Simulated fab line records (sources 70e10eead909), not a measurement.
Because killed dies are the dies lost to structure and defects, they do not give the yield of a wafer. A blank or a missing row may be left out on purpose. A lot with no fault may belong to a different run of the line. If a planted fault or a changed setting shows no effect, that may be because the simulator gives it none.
fab line records    flow nand_harc
record lots=6  wafers=18  last_day=34
route steps=1302 shown P_M1@311 P_M2@318 END@1302
lots that met no fault: from a run of the same line without faults
start_h: start of the lot's first displayed wafer, in hours after the record's first day    wait_h: how many hours have passed since the lot's step before this one    " repeats the value in the row above    L1.1+2: one row covering several wafers at once    - value missing, or start not given    * or withheld: withheld    < > ~ a bound
route shown NAME@n: NAME is a module with steps in the file, n the number in the route of the first one    usual: mean/standard deviation of fault-free wafers    same: alike in all rows    chamber/n: place in a boat    sites: per-site readings    _std_site: the values' standard deviation    _edge_site: mean of outer sites minus mean of inner sites    radius_mm: for every site, how far away it sits from the centre of the wafer    mask NAME#n: copy n    behind: the most recent tool/chamber to have shaped the wafer    hold: why the lot went on hold/how many hours it stayed there/how the hold came to an end    device: whichever transistor did not switch (one of n, p or np)    end of line: tests run on the same wafers once the route is complete    where a step has no rows: the recipe by itself    killed: not the wafer's yield, but the dies lost to structure and defects at the first sort    map: per-die view of a wafer (x killed, . not killed, _ where there is no die)
set.NAME: the setting as run; set.NAME@STEP: as run at that earlier step    model.NAME: the simulator's own value behind a step, which no gauge read
lots at some steps of the route; a table a step, a row a wafer
services: the hour from which a tool's chamber was out of use, counted from the record's first day as start_h (under 0 if before that day), plus the number of hours and why
## steps
# step NHARC_P_M1_CMP_23
# recipe t_overpolish_s=20  target_thk_nm=157.82
# usual motor_current_A=11.9/1.2  time_to_endpoint_s=28.6/2.6
# same t_overpolish_s=20
lot.wafer  tool    chamber  start_h  wait_h  motor_current_A  time_to_endpoint_s
L530.3     cmp-03  1        149.48   -       10.5             24.2
L530.5     "       1        "        "       10.7             26.2
L530.6     "       2        "        "       12.4             28.0
L532.4     cmp-02  1        171.52   -       12.7             31.5
L532.1     "       3        "        "       13.8             30.8
L532.5     "       1        "        "       13.3             28.1
L538.3     cmp-04  1        240.75   -       12.8             25.7
L538.1     "       2        "        "       10.1             30.4
L538.2     "       0        "        "       10.0             25.6
L540.4     cmp-03  1        249.61   -       10.6             27.8
L540.1     "       0        "        "       11.2             26.0
L540.5     "       2        "        "       12.0             28.8
L543.4     cmp-02  2        278.76   -       10.8             29.0
L543.1     "       3        "        "       14.1             27.0
L543.5     "       2        "        "       10.4             27.8
L548.4     cmp-04  0        339.83   -       9.8              24.9
L548.3     "       2        "        "       9.5              30.5
L548.6     "       0        "        "       10.3             26.9
# step NHARC_P_M1_THK_MEAS_24
# recipe thk_meas_gauge=xrf
# usual thk_nm=157.8/1.4
lot.wafer  tool           chamber  start_h  wait_h  thk_nm
L530.3     film_metro-01  -        149.80   -       158.2
L530.5     "              -        "        "       158.9
L530.6     "              -        "        "       158.5
L532.1     film_metro-01  -        171.80   -       158.9
L532.4     "              -        "        "       155.8
L532.5     "              -        "        "       157.9
L538.1     film_metro-01  -        241.06   -       158.1
L538.2     "              -        "        "       155.9
L538.3     "              -        "        "       157.5
L540.1     film_metro-02  -        249.92   -       155.9
L540.4     "              -        "        "       155.1
L540.5     "              -        "        "       156.0
L543.1     film_metro-02  -        279.08   -       157.9
L543.4     "              -        "        "       159.8
L543.5     "              -        "        "       160.7
L548.3     film_metro-01  -        340.15   -       156.5
L548.4     "              -        "        "       157.1
L548.6     "              -        "        "       156.7
# step NHARC_P_M1_SRD_25
# step NHARC_P_M1_INSPECT_27
# usual raw_defect_count=330/130
lot.wafer  tool               chamber  start_h  wait_h  raw_defect_count
L530.3     defect_inspect-01  -        149.96   0.0     259
L530.5     "                  -        "        "       320
L530.6     "                  -        "        "       298
L532.1     defect_inspect-02  -        171.96   0.0     283
L532.4     "                  -        "        "       508
L532.5     "                  -        "        "       784
L538.1     defect_inspect-01  -        241.22   0.0     259
L538.2     "                  -        "        "       239
L538.3     "                  -        "        "       414
L540.1     defect_inspect-01  -        250.08   0.0     335
L540.4     "                  -        "        "       227
L540.5     "                  -        "        "       376
L543.1     defect_inspect-02  -        279.24   0.0     474
L543.4     "                  -        "        "       458
L543.5     "                  -        "        "       282
L548.3     defect_inspect-02  -        340.31   0.0     350
L548.4     "                  -        "        "       655
L548.6     "                  -        "        "       300
# step NHARC_P_M1_PRE_CLEAN_32
# recipe time_s=12  temp_c=370  rf_power_w=300  gas=NH3
# usual heater_power_w=623/87
lot.wafer  tool      chamber  start_h  wait_h  heater_power_w
L530.3     pecvd-01  2        150.04   0.1     467
L530.6     "         1        "        "       682
L530.5     "         2        "        "       476
L532.1     pecvd-01  1        172.05   0.1     623
L532.5     "         0        "        "       702
L532.4     "         1        "        "       603
L538.2     pecvd-01  0        241.29   0.1     664
L538.1     "         1        "        "       676
L538.3     "         2        "        "       441
L540.1     pecvd-02  2        250.17   0.1     577
L540.4     "         1        "        "       587
L540.5     "         2        "        "       566
L543.1     pecvd-02  2        279.32   0.1     543
L543.5     "         1        "        "       503
L543.4     "         2        "        "       533
L548.3     pecvd-01  2        340.37   0.1     504
L548.4     "         2        "        "       502
L548.6     "         1        "        "       663
# step NHARC_P_M1_DEP_33
# recipe target_thk_a=300  temp_c=370  target_thk_nm=30  pressure_torr=3  flow_sccm=200  rf_w=450  material=SiCN
# usual heater_power_w=571/97
lot.wafer  tool      chamber  start_h  wait_h  heater_power_w
L530.3     pecvd-01  2        150.14   0.1     388
L530.6     "         1        "        "       610
L530.5     "         2        "        "       393
L532.1     pecvd-01  1        172.19   0.1     648
L532.5     "         0        "        "       686
L532.4     "         1        "        "       626
L538.2     pecvd-01  0        241.37   0.1     612
L538.1     "         1        "        "       620
L538.3     "         2        "        "       415
L540.1     pecvd-02  2        250.31   0.1     483
L540.4     "         1        "        "       495
L540.5     "         2        "        "       479
L543.1     pecvd-02  2        279.43   0.1     555
L543.5     "         1        "        "       470
L543.4     "         2        "        "       550
L548.3     pecvd-01  2        340.45   0.1     417
L548.4     "         2        "        "       418
L548.6     "         1        "        "       638
# step NHARC_P_M2_DEP_00
# recipe target_thk_a=1825  target_thk_nm=182.5  temp_c=withheld  pressure_torr=5  flow_sccm=200  rf_w=600  material=SiOC
# step NHARC_P_M2_DEHYDRATE_01
# recipe temp_c=150  time_s=120
# step NHARC_P_M2_HMDS_02
# recipe time_s=30
# step NHARC_P_M2_COAT_34
# recipe temp_c=200  time_s=65
# step NHARC_P_M2_COAT_03
# recipe spin_rpm=1500  resist_thk_nm=90
# step NHARC_P_M2_SOFTBAKE_04
# recipe temp_c=105  time_s=55
# usual heater_power_total_W=188.46/0.13
lot.wafer  tool            chamber  start_h  wait_h  heater_power_total_W
L530.3     litho_track-01  0        150      -       188.38
L530.5     "               0        "        "       188.40
L530.6     "               0        "        "       188.35
L532.1     litho_track-04  0        172      -       188.38
L532.4     "               0        "        "       188.70
L532.5     "               0        "        "       188.46
L538.1     litho_track-04  0        242      -       190.05
L538.2     "               0        "        "       190.05
L538.3     "               0        "        "       190.11
L540.1     litho_track-06  0        251      -       188.47
L540.4     "               0        "        "       188.59
L540.5     "               0        "        "       188.46
L543.1     litho_track-04  0        280      -       190.26
L543.4     "               0        "        "       190.12
L543.5     "               0        "        "       190.05
L548.3     litho_track-01  0        341      -       188.66
L548.4     "               0        "        "       188.45
L548.6     "               0        "        "       188.45
# step NHARC_P_M2_EBR_05
# step NHARC_END_SORT_01
# recipe temp_c=25
# usual defect_limited_yield=91.5/2.4  killed_at_array=52/17  killed_at_other=0.9/1.2  killed_at_periphery=3.9/2.7  killed_dies=57/16  killed_open=3.3/1.9  killed_short=2.5/1.5  sort_bin_2_pct=3.0/1.2  sort_bin_3_pct=0.6/0.34  sort_bin_4_pct=4.8/1.3  sort_n_pass=620/16  sort_rim_yield_pct=89/4.3  sort_yield_pct=91.5/2.4
# same gross_dies=677  sort_bin_5_pct[%]=0  sort_bin_6_pct[%]=0  sort_bin_7_pct[%]=0  sort_bin_8_pct[%]=0  sort_rim_n_gross=106.00
lot.wafer  tool       chamber  start_h  wait_h  defect_limited_yield[%]  killed_at_array  killed_at_other  killed_at_periphery  killed_dies  killed_open  killed_short  sort_bin_2_pct[%]  sort_bin_3_pct[%]  sort_bin_4_pct[%]  sort_n_pass  sort_rim_yield_pct[%]  sort_yield_pct[%]
L540.1     prober-02  0        677.50   2.4     92.3                     39               3                10                   52           2            3             2.7                0.6                4.4                625          91                     92.3
L540.4     prober-02  0        679.89   3.4     93.2                     35               2                9                    46           2            3             3.2                0.1                3.4                631          92                     93.2
L540.5     prober-02  0        680.68   3.7     91.9                     41               1                13                   55           3            2             3.1                0.6                4.4                622          84                     91.9
L548.3     prober-02  0        807.62   3.1     94.7                     30               1                5                    36           0            2             2.4                0.3                2.7                641          85                     94.7
L548.4     prober-02  0        808.42   3.4     92.3                     44               0                8                    52           4            1             2.8                0.9                4.0                625          91                     92.3
L548.6     prober-02  0        810.00   4.0     94.4                     30               0                8                    38           2            2             1.0                0.6                4.0                639          87                     94.4
# killed by level:class
L540.1 A_SLIT:chamber_film_flake=26 P_GATE:chamber_film_flake=6 A_DECK1_JOINT:chamber_film_flake=3 THIN_TSV:chamber_film_flake=3 P_CONTACT:chamber_film_flake=2 A_CHANNEL_HOLE_D2:chamber_film_flake=2 A_STAIRCASE:chamber_film_flake=2 P_CONTACT:geometric_particle:short=1
L540.4 A_SLIT:chamber_film_flake=21 P_CONTACT:chamber_film_flake=5 P_GATE:chamber_film_flake=3 A_CHANNEL_HOLE_D1:chamber_film_flake=2 A_CHANNEL_HOLE_D2:chamber_film_flake=2 A_WL_FILL:chamber_film_flake=2 THIN_TSV:chamber_film_flake=2 A_CHANNEL_FILL_D1:geometric_particle:short=1
L540.5 A_SLIT:chamber_film_flake=28 P_CONTACT:chamber_film_flake=9 A_CHANNEL_HOLE_D1:chamber_film_flake=5 P_GATE:chamber_film_flake=4 A_ONON_D1:geometric_particle:short=1 A_CHANNEL_FILL_D1:geometric_particle:open=1 A_CHANNEL_FILL_D2:geometric_particle:open=1 A_WL_FILL:geometric_particle:short=1
L548.3 A_CHANNEL_HOLE_D2:chamber_film_flake=11 A_SLIT:chamber_film_flake=9 A_CHANNEL_HOLE_D1:chamber_film_flake=5 P_CONTACT:chamber_film_flake=3 A_DECK1_JOINT:geometric_particle:short=1 A_M0:geometric_particle:short=1 P_ZERO_WELL:chamber_film_flake=1 P_GATE:chamber_film_flake=1
L548.4 A_CHANNEL_HOLE_D2:chamber_film_flake=19 A_CHANNEL_HOLE_D1:chamber_film_flake=9 A_SLIT:chamber_film_flake=8 P_CONTACT:chamber_film_flake=6 A_CONTACT:geometric_particle:open=2 A_CONTACT:chamber_film_flake=2 P_M0:geometric_particle:open=1 A_CHANNEL_FILL_D2:geometric_particle:open=1
L548.6 A_CHANNEL_HOLE_D2:chamber_film_flake=12 A_SLIT:chamber_film_flake=7 P_CONTACT:chamber_film_flake=5 A_CONTACT:chamber_film_flake=2 A_SGD_CUT:chamber_film_flake=2 A_WL_FILL:chamber_film_flake=2 P_CONTACT:geometric_particle:open=1 A_CHANNEL_HOLE_D1:geometric_particle:short=1
## services
tool            chamber  start_h  hours  kind
cmp-03          -        125.63   5.2    repair
pecvd-01        2        128.97   5.6    repair
pecvd-01        -        130.40   13.0   pm
cmp-03          -        132.12   6.2    repair
cmp-02          -        134.50   4.0    pm
litho_track-01  -        155.00   7.0    pm
cmp-02          -        160.33   0.7    repair
cmp-02          -        163.07   2.4    repair
cmp-03          -        163.29   4.0    pm
cmp-03          -        182.80   0.8    repair
litho_track-04  -        203.00   7.0    pm
cmp-04          -        208.19   1.5    repair
cmp-03          -        217.96   5.9    repair
pecvd-02        -        227.00   13.0   pm
cmp-02          -        232.66   4.0    pm
cmp-04          -        247.24   3.5    repair
cmp-04          -        254.61   2.1    repair
cmp-03          -        261.29   4.0    pm
cmp-02          -        264.44   0.8    repair
cmp-04          -        274.44   0.9    repair
cmp-03          -        277.42   2.3    repair
pecvd-02        0        301.66   4.5    repair
cmp-04          -        307.66   4.0    pm
pecvd-01        -        311.40   13.0   pm
## key
first_sign step=NHARC_P_M2_SOFTBAKE_04  reading=heater_power_total_W  direction=up  sigmas=12  usual=*  struck=*
effect none on later readings
met_at NHARC_P_M2_SOFTBAKE_04
struck_wafers L538.1,L538.2,L538.3,L543.1,L543.4,L543.5
onset_between 172 242
fault kind=process_parameter_drift  tool=litho_track-04  chamber=-  onset_h=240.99  steps=NHARC_P_M2_SOFTBAKE_04  channel=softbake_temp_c  offset=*  shape=step  end_h=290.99  acts_in=*  stated=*
